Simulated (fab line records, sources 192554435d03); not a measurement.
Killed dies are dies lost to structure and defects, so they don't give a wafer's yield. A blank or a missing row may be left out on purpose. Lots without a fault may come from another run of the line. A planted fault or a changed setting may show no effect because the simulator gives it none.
fab line records | flow n5_finfet
record lots=12 wafers=36 last_day=17
route steps=1938 shown BEOL_M6@1255 BEOL_M15@1823 PASS1_DEP@1831 MIM_TOP@1838 PASSIVATION@1936
lots that met no fault: from a run of the same line without faults
start_h: hours from the record's first day to the start of the lot's first wafer shown | wait_h: hours since the lot's step before | " the same as in the row above | L1.1+2: a row that stands for several wafers | - no value, or no start given | * or withheld: withheld | < > ~ a bound
route shown NAME@n: a module of which the file shows steps, and the number in the route of the first | usual: mean/standard deviation of fault-free wafers | same: alike in all rows | chamber/n: place in a boat | sites: the reading at each site | _std_site: their standard deviation | _edge_site: outer sites' mean less inner sites' | radius_mm: how far each site lies from the wafer's centre | mask NAME#n: copy n | behind: the tool/chamber that last shaped the wafer | hold: why the lot was held/for how many hours/how that ended | device: the transistor (n, p or np) that didn't switch | end of line: the same wafers' tests at the end of the route | a step without rows: its recipe alone | killed: dies lost to structure and defects at the first sort, not the wafer's yield | map: a wafer's dies, x killed, . not, _ none there
set.NAME: the setting as run; set.NAME@STEP: as run at that earlier step | model.NAME: the simulator's own value behind a step, which no gauge read
steps of the route over a sample of lots; a table a step, a row a wafer
services: from which hour (start_h, from the record's first day; less than 0 if before it) a tool's chamber was out of use, for how many hours, and why
## steps
# step N5_BEOL_M6_ECD_50
# recipe material=Cu target_thk_a=3000
# columns lot.wafer tool chamber start_h wait_h
L949.4+5+6 ecd_cu-02 1,1,0 175.57 0.1
L950.1+3+6 ecd_cu-02 0,1,0 190.78 0.1
L951.1+3+5 ecd_cu-02 0 200.48 0.1
L952.1+2+5 ecd_cu-01 1,0,1 201.15 0.1
L954.2+4+5 ecd_cu-01 0,1,0 219.30 0.1
L956.3+4+5 ecd_cu-01 1,0,1 222.29 0.1
L958.3+4+5 ecd_cu-01 1,0,0 245.69 0.1
L959.4+5+6 ecd_cu-02 0,1,0 249.76 0.1
L964.1+3+6 ecd_cu-01 0 277.73 0.1
L965.3+4+6 ecd_cu-02 0,1,1 282.64 0.1
L966.1+2+6 ecd_cu-01 1,0,1 294.91 0.1
L970.1+4+5 ecd_cu-02 0,1,1 315.22 0.1
# step N5_BEOL_M15_ANNEAL_48
# recipe temp_c=225 time_s=90 ambient=N2
# usual wafer_temp_C_max=226.0/0.44
# columns lot.wafer tool chamber start_h wait_h wafer_temp_C_max
L949.4 rtp_anneal-02 0 237.21 0.2 226.1
L949.5 " 0 " " 226.4
L949.6 " 0 " " 226.4
L950.1 rtp_anneal-02 0 253.06 0.3 226.8
L950.3 " 0 " " 226.1
L950.6 " 0 " " 225.6
L952.1 rtp_anneal-02 0 263.52 0.2 226.3
L952.2 " 0 " " 226.5
L952.5 " 0 " " 226.4
L951.1 rtp_anneal-01 0 263.92 0.2 225.6
L951.3 " 0 " " 225.9
L951.5 " 0 " " 225.5
L954.2 rtp_anneal-01 0 290.37 0.2 225.8
L954.4 " 0 " " 225.5
L954.5 " 0 " " 225.5
L956.3 rtp_anneal-02 0 290.90 0.4 226.6
L956.4 " 0 " " 226.8
L956.5 " 0 " " 226.6
L959.4 rtp_anneal-01 0 315.59 0.8 225.7
L959.5 " 0 " " 225.5
L959.6 " 0 " " 225.6
L958.3 rtp_anneal-01 0 315.93 0.9 225.6
L958.4 " 0 " " 225.4
L958.5 " 0 " " 225.7
L964.1 rtp_anneal-02 0 342.61 1.0 225.9
L964.3 " 0 " " 226.2
L964.6 " 0 " " 226.1
L965.3 rtp_anneal-01 0 345.58 0.6 226.0
L965.4 " 0 " " 225.6
L965.6 " 0 " " 225.7
L966.1 rtp_anneal-02 0 366.97 0.2 226.2
L966.2 " 0 " " 226.3
L966.6 " 0 " " 226.3
L970.1 rtp_anneal-01 0 380.91 0.2 225.5
L970.4 " 0 " " 225.9
L970.5 " 0 " " 225.7
# step N5_PASSIVATION_PECVD_00
# recipe material=SiO2 target_thk_a=2000 temp_c=400 precursor=SiH4/N2O pressure_torr=2.7 rf_w=608 time_s=11.2
# usual heater_power_w=615/65 showerhead_plenum_p_Torr=8.17/0.085 showerhead_vpp_V=1512/47 throttle_valve_pct=51/3.5
# columns lot.wafer tool chamber start_h wait_h heater_power_w showerhead_plenum_p_Torr showerhead_vpp_V throttle_valve_pct
L949.4 pecvd-01 2 239.04 0.4 536 8.16 1506 52
L949.5 " 0 " " 604 8.23 1513 52
L949.6 " 1 " " 689 8.21 1436 57
L950.1 pecvd-04 0 254.80 0.8 486 8.23 1475 55
L950.3 " 2 " " 563 8.16 1488 47
L950.6 " 0 " " 505 8.23 1520 55
L952.1 pecvd-04 1 265.26 0.8 674 8.13 1597 55
L952.2 " 0 " " 586 8.24 1491 56
L952.5 " 2 " " 508 8.20 1468 48
L951.1 pecvd-03 1 265.77 0.8 569 8.14 1555 51
L951.3 " 0 " " 676 8.27 1531 49
L951.5 " 1 " " 589 8.16 1553 51
L954.2 pecvd-01 0 292.06 0.7 533 8.24 1565 52
L954.4 " 2 " " 532 8.18 1513 53
L954.5 " 0 " " 556 8.27 1539 52
L956.3 pecvd-03 1 292.56 0.5 649 8.13 1582 51
L956.4 " 2 " " 697 7.99 1482 45
L956.5 " 1 " " 651 8.14 1517 51
L959.4 pecvd-03 0 317.21 0.4 579 8.26 1512 49
L959.5 " 2 " " 617 8.00 1444 45
L959.6 " 1 " " 674 8.13 1549 51
L958.3 pecvd-03 2 317.59 0.5 717 7.98 1475 45
L958.4 " 1 " " 571 8.13 1551 51
L958.5 " 2 " " 736 7.97 1460 45
L964.1 pecvd-01 2 344.34 0.8 551 8.15 1541 53
L964.3 " 1 " " 676 8.20 1414 56
L964.6 " 0 " " 535 8.25 1514 52
L965.3 pecvd-03 0 347.24 0.5 652 8.27 1508 50
L965.4 " 1 " " 660 8.14 1548 51
L965.6 " 0 " " 665 8.26 1527 50
L966.1 pecvd-04 1 368.72 0.8 659 8.14 1572 55
L966.2 " 0 " " 535 8.23 1508 55
L966.6 " 2 " " 553 8.19 1480 49
L970.1 pecvd-03 0 382.66 0.8 668 8.29 1498 50
L970.4 " 0 " " 687 8.25 1555 50
L970.5 " 1 " " 570 8.17 1566 51
# step N5_MIM_TOP_SPUTTER_03
# recipe material=TiN target_thk_a=350 temp_c=200 power_w=3000 chamber_pressure_pa=0.49996 gas=Ar reactive_partial_pa=0.37997 time_s=89.7
# usual chamber_pressure_pa=0.5001/0.001 throttle_valve_pct=30.1/0.95
# columns lot.wafer tool chamber start_h wait_h chamber_pressure_pa throttle_valve_pct
L949.4 pvd_sputter-03 - 241.67 0.0 0.4983 29.3
L949.5 " - " " 0.4994 29.6
L949.6 " - " " 0.4986 29.1
L950.1 pvd_sputter-01 - 256.97 0.0 0.4978 31.8
L950.3 " - " " 0.5015 30.8
L950.6 " - " " 0.5012 30.7
L952.1 pvd_sputter-03 - 268.67 0.0 0.4990 29.2
L952.2 " - " " 0.5004 30.1
L952.5 " - " " 0.5008 32.0
L951.1 pvd_sputter-03 - 268.87 0.0 0.4989 29.0
L951.3 " - " " 0.4999 31.8
L951.5 " - " " 0.4996 30.1
L954.2 pvd_sputter-02 - 294.17 0.0 0.4996 29.1
L954.4 " - " " 0.4989 29.0
L954.5 " - " " 0.5009 29.2
L956.3 pvd_sputter-03 - 294.59 0.0 0.4997 30.1
L956.4 " - " " 0.5013 29.2
L956.5 " - " " 0.4994 31.7
L959.4 pvd_sputter-01 - 322.46 0.0 0.4996 30.1
L959.5 " - " " 0.4998 31.7
L959.6 " - " " 0.4981 30.2
L958.3 pvd_sputter-01 - 322.78 0.0 0.4988 32.1
L958.4 " - " " 0.5001 29.9
L958.5 " - " " 0.4983 29.9
L964.1 pvd_sputter-03 - 347.41 0.0 0.5002 31.7
L964.3 " - " " 0.5011 30.3
L964.6 " - " " 0.5002 31.8
L965.3 pvd_sputter-03 - 348.07 0.0 0.4985 30.0
L965.4 " - " " 0.5004 31.7
L965.6 " - " " 0.5031 30.2
L966.1 pvd_sputter-01 - 372.44 0.0 0.5000 30.6
L966.2 " - " " 0.5008 30.0
L966.6 " - " " 0.4999 30.5
L970.1 pvd_sputter-01 - 385.91 0.0 0.4976 29.9
L970.4 " - " " 0.4996 30.7
L970.5 " - " " 0.5003 30.6
# step N5_PASSIVATION_PROBE_49
# usual defect_limited_yield=91.3/1.4 killed_at_M0_to_M3=35/11 killed_at_M4_up=14/5.4 killed_at_contacts=12/6.2 killed_at_front_end=38/11 killed_at_other=4.1/2.8 killed_dies=103/17 killed_on_rim=13/4 killed_open=66/13 killed_short=34/8.2 sort_bin_5_function=5.1/0.89 sort_bin_6_memory=3.3/0.72 sort_bin_8_speed=0.00/0.0099 sort_n_pass=1077/17 sort_yield_pct=91.3/1.4
# same gross_dies=1180 killed_at_back_side=0 sort_bin_4_leakage[%]=0
# columns lot.wafer tool chamber start_h wait_h defect_limited_yield[%] killed_at_M0_to_M3 killed_at_M4_up killed_at_contacts killed_at_front_end killed_at_other killed_dies killed_on_rim killed_open killed_short sort_bin_5_function[%] sort_bin_6_memory[%] sort_bin_8_speed[%] sort_n_pass sort_yield_pct[%]
L964.1 prober-02 - 358.02 0.0 59.0 29 409 10 34 2 484 49 51 30 26.1 12.4 0 696 59.0
L964.3 prober-02 - 358.12 0.1 59.2 20 410 13 36 3 482 57 50 29 25.3 13.1 0 698 59.2
L964.6 prober-02 - 358.27 0.3 63.2 23 381 10 18 2 434 56 36 21 23.1 11.1 0 746 63.2
L966.1 prober-01 - 383.29 0.0 92.0 48 13 4 25 4 94 15 61 32 5.1 2.4 0 1086 92.0
L966.2 prober-01 - 383.34 0.1 60.7 23 411 3 25 2 464 72 47 18 23.5 13.7 0 716 60.7
L966.6 prober-01 - 383.54 0.3 91.8 37 18 2 38 2 97 13 65 28 4.3 3.7 0 1083 91.8
# killed by level:class
L964.1 BEOL_M6:unspecified=402 FIN_SAQP:geometric_particle:short=11 FIN_SAQP:geometric_particle:open=8 MOL_CONTACT_COAG:geometric_particle:open=7 BEOL_M2:geometric_particle:open=7 STI_FIN_REVEAL:geometric_particle:open=6 BEOL_M0_SAQP:geometric_particle:short=6 BEOL_M1:geometric_particle:open=5
L964.3 BEOL_M6:unspecified=402 STI_FIN_REVEAL:geometric_particle:open=13 FIN_SAQP:geometric_particle:short=11 MOL_CONTACT_COAG:geometric_particle:open=10 BEOL_M2:geometric_particle:open=9 FIN_SAQP:geometric_particle:open=5 MOL_CONTACT_COAG:geometric_particle:short=3 BEOL_M0_SAQP:geometric_particle:short=3
L964.6 BEOL_M6:unspecified=376 MOL_CONTACT_COAG:geometric_particle:open=9 BEOL_M0_SAQP:geometric_particle:short=5 BEOL_M0_SAQP:geometric_particle:open=5 FIN_SAQP:geometric_particle:short=4 BEOL_M2:geometric_particle:open=4 STI_FIN_REVEAL:geometric_particle:open=3 BEOL_M3:geometric_particle:open=3
L966.1 BEOL_M3:geometric_particle:open=11 BEOL_M2:geometric_particle:open=9 BEOL_M0_SAQP:geometric_particle:open=7 BEOL_M1:geometric_particle:open=6 FIN_SAQP:geometric_particle:open=4 FIN_SAQP:geometric_particle:short=4 GATE_CUT:geometric_particle:open=4 GATE_CUT:geometric_particle:short=4
L966.2 BEOL_M6:unspecified=398 GATE_CUT:geometric_particle:open=6 BEOL_M2:geometric_particle:open=6 GATE_CUT:geometric_particle:short=5 BEOL_M3:geometric_particle:open=4 BEOL_M5:geometric_particle:open=4 BEOL_M0_SAQP:geometric_particle:open=3 BEOL_M0_SAQP:geometric_particle:short=3
L966.6 BEOL_M2:geometric_particle:open=12 BEOL_M0_SAQP:geometric_particle:open=8 GATE_CUT:geometric_particle:short=7 FIN_SAQP:geometric_particle:open=6 GATE_CUT:geometric_particle:open=6 BEOL_M4:geometric_particle:open=6 STI_FIN_REVEAL:geometric_particle:open=5 FIN_SAQP:geometric_particle:short=4
## services
# columns tool chamber start_h hours kind
ecd_cu-01 - 158.20 2.2 repair
pecvd-01 - 166.23 6.0 pm
pecvd-04 0 173.37 10.2 repair
pecvd-01 - 176.61 1.2 repair
ecd_cu-02 - 177.51 0.7 repair
pecvd-04 2 190.12 32.7 repair
pecvd-03 1 193.83 5.5 scheduled_down
pecvd-03 2 198.64 13.5 repair
pecvd-03 2 212.18 - clean
pecvd-03 2 212.18 - consumable_replace:showerhead
pecvd-03 2 212.18 29.0 scheduled_down
pecvd-03 2 212.18 29.0 vent_cycle
pecvd-04 - 249.40 0.3 repair
ecd_cu-01 - 254.59 6.7 pm
pecvd-03 1 266.26 5.0 scheduled_down
pecvd-04 0 267.41 5.0 scheduled_down
pecvd-01 1 277.97 7.5 repair
pecvd-04 - 292.55 1.2 repair
pecvd-03 - 294.43 10.2 repair
pecvd-01 2 297.85 5.0 scheduled_down
pecvd-03 1 305.58 - calibration
pvd_sputter-02 - 317.00 6.5 repair
rtp_anneal-02 - 349.78 3.7 pm
pecvd-01 - 373.48 1.0 repair
## key
first_sign step=N5_PASSIVATION_PROBE_49 reading=killed_at_M4_up direction=up sigmas=72 usual=14 struck=403
effect step=N5_PASSIVATION_PROBE_49 reading=defect_limited_yield direction=down sigmas=21 usual=91.3 struck=60.5
more_kills_born_at N5_BEOL_M6_ECD_50@ecd_cu-01=1578
met_at N5_BEOL_M6_ECD_50
struck_lots L964,L966
struck_wafers L964.1,L964.3,L964.6,L966.2
not_acting_at N5_BEOL_M15_ANNEAL_48,N5_PASSIVATION_PECVD_00,N5_MIM_TOP_SPUTTER_03
onset_between 245.69 277.73
fault kind=chamber_particle_source tool=ecd_cu-01 chamber=0 onset_h=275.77 steps=N5_BEOL_M6_ECD_50 rate_per_visit_cm2=0.78068 end_h=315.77
